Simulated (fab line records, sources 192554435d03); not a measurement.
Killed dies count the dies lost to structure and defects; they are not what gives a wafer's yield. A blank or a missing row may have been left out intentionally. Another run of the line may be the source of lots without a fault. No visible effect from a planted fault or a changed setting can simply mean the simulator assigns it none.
Split-lot experiment + flow n5_finfet + 39 wafers read from 7 lots, route of 1938 steps

THE SPLIT
At N5_MOL_CONTACT_COAG_VIA_ETCH_46 (etches SiO2 in C4F6/O2, target depth 46 nm, overetch 9.2 nm, time 40 s), the setting target_depth_a was moved away from the recipe's 460 angstrom on 12 of the 39 wafers read, by -23.8% to +45.7%. This setting was run at the recipe's value on the other wafers.

The reading comes from the split's own step.

THE READING
SOC_of_MOL_CONTACT_COAG_COAT_75.thk_nm (the simulator's own value, which no gauge read), in nm, at N5_MOL_CONTACT_COAG_VIA_ETCH_46 (etches SiO2 in C4F6/O2, target depth 46 nm, overetch 9.2 nm, time 40 s). The file does not state a usual value for it. Here, 27 wafers ran the recipe; their average is 50.7 nm with a standard deviation of 0.26 nm.

| wafer  | tool, chamber at the split | target_depth_a as run, angstrom | against the recipe | SOC_of_MOL_CONTACT_COAG_COAT_75.thk_nm, nm | against lot-mates on the recipe |
|--------|----------------------------|---------------------------------|--------------------|--------------------------------------------|---------------------------------|
| L077.1 | rie_diel-01, 0,0,2         | 460                             | recipe             | 50.8                                       | -                               |
| L077.4 | rie_diel-01, 0,0,2         | 460                             | recipe             | 50.8                                       | -                               |
| L077.6 | rie_diel-01, 0,0,2         | 460                             | recipe             | 50.8                                       | -                               |
| L077.2 | rie_diel-01, 3             | 460                             | recipe             | 50.2                                       | -                               |
| L077.5 | rie_diel-01, 3             | 460                             | recipe             | 50.2                                       | -                               |
| L077.3 | rie_diel-01, 2             | 460                             | recipe             | 51                                         | -                               |
| L079.1 | rie_diel-02, 2,1           | 460                             | recipe             | 50.6                                       | -                               |
| L079.5 | rie_diel-02, 2,1           | 460                             | recipe             | 50.6                                       | -                               |
| L079.2 | rie_diel-02, 0,1           | 359.1                           | -21.9%             | 51.8                                       | +1.1                            |
| L079.4 | rie_diel-02, 0,1           | 359.1                           | -21.9%             | 51.8                                       | +1.1                            |
| L079.3 | rie_diel-02, 3             | 460                             | recipe             | 51                                         | -                               |
| L079.6 | rie_diel-02, 2             | 359.1                           | -21.9%             | 51.6                                       | +0.9                            |
| L086.1 | rie_diel-04, 2             | 670.3                           | +45.7%             | 48.2                                       | -2.3                            |
| L086.2 | rie_diel-04, 1             | 670.3                           | +45.7%             | 48                                         | -2.5                            |
| L086.3 | rie_diel-04, 3             | 670.3                           | +45.7%             | 48.4                                       | -2.1                            |
| L086.4 | rie_diel-04, 0,1           | 460                             | recipe             | 50.4                                       | -                               |
| L086.6 | rie_diel-04, 0,1           | 460                             | recipe             | 50.4                                       | -                               |
| L086.5 | rie_diel-04, 2             | 460                             | recipe             | 50.6                                       | -                               |
| L087.3 | rie_diel-02, 0             | 460                             | recipe             | 50.6                                       | -                               |
| L087.4 | rie_diel-02, 3             | 460                             | recipe             | 51                                         | -                               |
| L087.6 | rie_diel-02, 0             | 460                             | recipe             | 50.4                                       | -                               |
| L092.1 | rie_diel-04, 3             | 460                             | recipe             | 50.8                                       | -                               |
| L092.2 | rie_diel-04, 2             | 460                             | recipe             | 51                                         | -                               |
| L092.3 | rie_diel-04, 1             | 619.7                           | +34.7%             | 48.8                                       | -1.9                            |
| L092.4 | rie_diel-04, 0             | 619.7                           | +34.7%             | 48.2                                       | -2.5                            |
| L092.5 | rie_diel-04, 3             | 619.7                           | +34.7%             | 49                                         | -1.7                            |
| L092.6 | rie_diel-04, 0             | 460                             | recipe             | 50.2                                       | -                               |
| L093.1 | rie_diel-02, 3             | 460                             | recipe             | 51                                         | -                               |
| L093.2 | rie_diel-02, 2             | 460                             | recipe             | 50.8                                       | -                               |
| L093.3 | rie_diel-02, 1,0           | 350.5                           | -23.8%             | 51.8                                       | +1.0                            |
| L093.4 | rie_diel-02, 1,0           | 350.5                           | -23.8%             | 51.8                                       | +1.0                            |
| L093.5 | rie_diel-02, 1             | 460                             | recipe             | 50.6                                       | -                               |
| L093.6 | rie_diel-02, 2             | 350.5                           | -23.8%             | 52                                         | +1.2                            |
| L097.1 | rie_diel-02, 3,0           | 460                             | recipe             | 50.8                                       | -                               |
| L097.5 | rie_diel-02, 3,0           | 460                             | recipe             | 50.8                                       | -                               |
| L097.2 | rie_diel-02, 0,1,1         | 460                             | recipe             | 50.6                                       | -                               |
| L097.3 | rie_diel-02, 0,1,1         | 460                             | recipe             | 50.6                                       | -                               |
| L097.4 | rie_diel-02, 0,1,1         | 460                             | recipe             | 50.6                                       | -                               |
| L097.6 | rie_diel-02, 3             | 460                             | recipe             | 51.2                                       | -                               |
If several chambers appear in one row, that row covers several wafers at once and the file leaves open which wafer was in which chamber.

THE FIT
A straight line over all 39 wafers: SOC_of_MOL_CONTACT_COAG_COAT_75.thk_nm changes by -0.0538 nm for each +1% of target_depth_a; r = -0.97; the points scatter about the line by 0.26 nm.
The same after taking each lot's own level away (the mean of its wafers on the recipe; 39 wafers): -0.0505 nm for each +1%; r = -0.97; scatter 0.25 nm.
On that fit, the largest move of target_depth_a shifts the reading by 2.3 nm.
The lots' own levels span 50.47 to 50.80 nm, that is 1.3 times the standard deviation above.
The two slopes agree, so the slope changes little with the lot-to-lot level.
Check: with one of the wafers moved furthest among these (+45.7%) left out of the fit, the line predicts -2.36 nm for it against its lot-mates. It came out at -2.27 nm against them.

THE OTHER SPLITS THESE WAFERS WENT THROUGH
These wafers also went through other splits before the reading. Each is held against what the fit with the lots' levels taken away leaves over:
| other split on the same wafers          | wafers away from the commonest value | r with SOC_of_MOL_CONTACT_COAG_COAT_75.thk_nm (lot level and that fit taken away) |
|-----------------------------------------|--------------------------------------|-----------------------------------------------------------------------------------|
| N5_ZERO_LAYER_DEVELOP_10 develop_time_s | 15                                   | +0.01                                                                             |
| N5_FIN_SAQP_HM_DEP_72 time_s            | 12                                   | +0.28                                                                             |
| N5_SD_EPI_N_DEVELOP_08 develop_time_s   | 15                                   | +0.01                                                                             |
| N5_HKMG_FIN_ALD_71 ald_cycles           | 18                                   | +0.04                                                                             |

FILE'S OWN FIT
SOC_of_MOL_CONTACT_COAG_COAT_75.thk_nm changes by -0.0507 nm for each +1% of target_depth_a, r = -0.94.
